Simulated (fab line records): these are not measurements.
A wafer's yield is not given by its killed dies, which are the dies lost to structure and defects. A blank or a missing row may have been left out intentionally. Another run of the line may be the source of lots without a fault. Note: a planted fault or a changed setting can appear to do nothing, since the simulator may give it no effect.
Split-lot experiment -- flow n5 finfet -- 21 wafers read across 7 lots, on a route 1938 steps long

## SPLIT DETAILS
At N5_PMOS_HMC_CHANNEL_EPI_PEB_07 (peb time 60 s), the setting peb time s was moved away from the recipe's 60 s on 10 of the 21 wafers read, by -14.3% to +19.7%. This setting was run at the recipe's value on the other wafers.

## BETWEEN THE SPLIT AND THE READING: the file shows 1 step in between
- N5_PMOS_HMC_CHANNEL_EPI_DEVELOP_08: develop time 30 s

## THE READING
Shown in nm: cd nm at N5_PMOS_HMC_CHANNEL_EPI_CD_MEAS_09, with target cd 237.4 nm. A value of 236.8 nm with a standard deviation of 1.4 nm is what fault-free wafers of this fab line usually give.

wafer,"tool, chamber at the split","peb time s as run, s",against the recipe,"cd nm, nm",against lot-mates on the recipe
L078.1,"litho track-04, 0",60,recipe,238.8,-
L078.5,"litho track-04, 0",60,recipe,237.9,-
L078.6,"litho track-04, 0",60,recipe,237.9,-
L084.4,"litho track-02, 0",60,recipe,237.4,-
L084.5,"litho track-02, 0",60,recipe,237.1,-
L084.6,"litho track-02, 0",60,recipe,237.0,-
L085.4,"litho track-04, 0",60,recipe,238.4,-
L085.5,"litho track-04, 0",53.25,-11.3%,232.5,-5.9
L085.6,"litho track-04, 0",53.25,-11.3%,231.0,-7.4
L087.3,"litho track-04, 0",71.82,+19.7%,243.8,+6.2
L087.5,"litho track-04, 0",60,recipe,237.6,-
L087.6,"litho track-04, 0",71.82,+19.7%,245.1,+7.5
L089.1,"litho track-02, 0",67.85,+13.1%,241.7,+4.2
L089.2,"litho track-02, 0",67.85,+13.1%,240.8,+3.3
L089.4,"litho track-02, 0",60,recipe,237.5,-
L094.1,"litho track-05, 0",64.79,+8.0%,240.0,+1.4
L094.4,"litho track-05, 0",64.79,+8.0%,239.6,+1.0
L094.5,"litho track-05, 0",60,recipe,238.6,-
L097.1,"litho track-02, 0",51.39,-14.3%,230.1,-5.4
L097.2,"litho track-02, 0",60,recipe,235.5,-
L097.6,"litho track-02, 0",51.39,-14.3%,229.9,-5.6

THE FIT
A straight line over all 21 wafers: cd nm changes by +0.403 nm for each +1% of peb time s; r = +0.97; the points scatter about the line by 1.1 nm.
The same after taking each lot's own level away (the mean of its wafers on the recipe; 21 wafers): +0.373 nm for each +1%; r = +0.97; scatter 0.96 nm.
According to that fit, moving peb time s by its largest amount changes the reading by 7.3 nm.
Measured against the standard deviation above, the lots' own levels, which go from 235.50 to 238.60 nm, span 2.2 times it.
Consequently the slope shifts little with the lot-to-lot level, the two slopes agreeing.
Check: with one of the wafers moved furthest among these (+19.7%) left out of the fit, the line predicts +6.93 nm for it against its lot-mates. Against them it came out at +6.2 nm.

## ADDITIONAL SPLITS CARRIED BY THESE WAFERS
Before the reading, these wafers also passed through other splits. Each is held against what the fit with the lots' levels taken away leaves over:
other split on the same wafers,wafers away from the commonest value,r with cd nm (lot level and that fit taken away)
N5_WELL_APT_COAT_02 spin rpm,5,-0.20
N5_PMOS_HMC_CHANNEL_EPI_HM_DEP_34 time s,9,-0.01

## THE WHOLE CHAIN: every reading that the file lists as answering this split, in the file's order
step,what it does,reading,change (the file's fit),r (the file's)
N5_PMOS_HMC_CHANNEL_EPI_CD_MEAS_09,target cd 237.4 nm,cd nm,+0.363 nm for each +1% of the setting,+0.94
N5_PMOS_HMC_CHANNEL_EPI_DESCUM_14,"chemistry O2, time 7.9 s","PMOS_HMC_CHANNEL_EPI.cd nm (the simulator's own value, which no gauge read)",+0.355 nm for each +1% of the setting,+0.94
N5_PMOS_HMC_CHANNEL_EPI_ETCH_32,"etches BARC in N2/H2, stops on SiO2, target depth 85.8 nm, time 50.3 s","PMOS_HMC_CHANNEL_EPI.cd nm (the simulator's own value, which no gauge read)",+0.406 nm for each +1% of the setting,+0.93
N5_PMOS_HMC_CHANNEL_EPI_HM_OPEN_15,"chemistry CHF3/O2, target SiO2, target depth 40.6 nm, time 20.3 s","PMOS_HMC_CHANNEL_EPI.cd nm (the simulator's own value, which no gauge read)",+0.402 nm for each +1% of the setting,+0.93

## THE FILE'S OWN FIT
cd nm changes by +0.363 nm for each +1% of peb time s, r = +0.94.
